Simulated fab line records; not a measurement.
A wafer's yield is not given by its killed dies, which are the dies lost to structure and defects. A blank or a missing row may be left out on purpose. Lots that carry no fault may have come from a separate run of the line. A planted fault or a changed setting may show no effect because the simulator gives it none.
Chamber matching	flow n5 finfet	rie diel-04 running N5_BEOL_M8_STRIP_36: 4 sister chambers
The step strips in N2/H2. 7 wafers are shown with their chamber, then 8 later ones without.

## WAFERS WITH THEIR CHAMBER
wafer	chamber	drypump motor current A (A)	throttle valve pct (%)
L077.2	1	5.94	23.4
L075.5	0	5.51	23.9
L079.1	2	5.40	22.9
L076.3	3	5.25	23.8
L076.4	3	5.24	23.8
L076.5	2	5.40	22.9
L086.2	0	5.53	24.0

## WAFERS MISSING THEIR CHAMBER
wafer	drypump motor current A (A)	throttle valve pct (%)
L086.3	5.24	23.9
L086.4	5.91	23.4
L093.1	5.92	23.3
L093.2	5.41	23.0
L093.4	5.22	23.9
L096.2	5.91	23.3
L096.3	5.58	23.5
L096.5	5.22	23.9

## THE CHAMBER EACH PASSED THROUGH
wafer	from the rows above	in truth
L086.3	3	3
L086.4	1	1
L093.1	1	1
L093.2	2	2
L093.4	3	3
L096.2	1	1
L096.3	0	0
L096.5	3	3
8 of 8 placed correctly. Can't be placed from these rows: 0. Wrongly placed: 0.
How it was worked out, from the rows above alone: a wafer's distance from a chamber is the root of the sum, over the readings, of the square of ((its reading less the chamber's mean) divided by the reading's scatter). If the next closest chamber is less than 2 further off than the closest, the wafer can't be placed; otherwise it belongs to the closest. The mean given for a chamber averages the wafers shown for that chamber. The scatter: take each reading less its chamber's mean, square it, sum over the shown wafers, divide by the number of wafers less the number of chambers, and take the root.
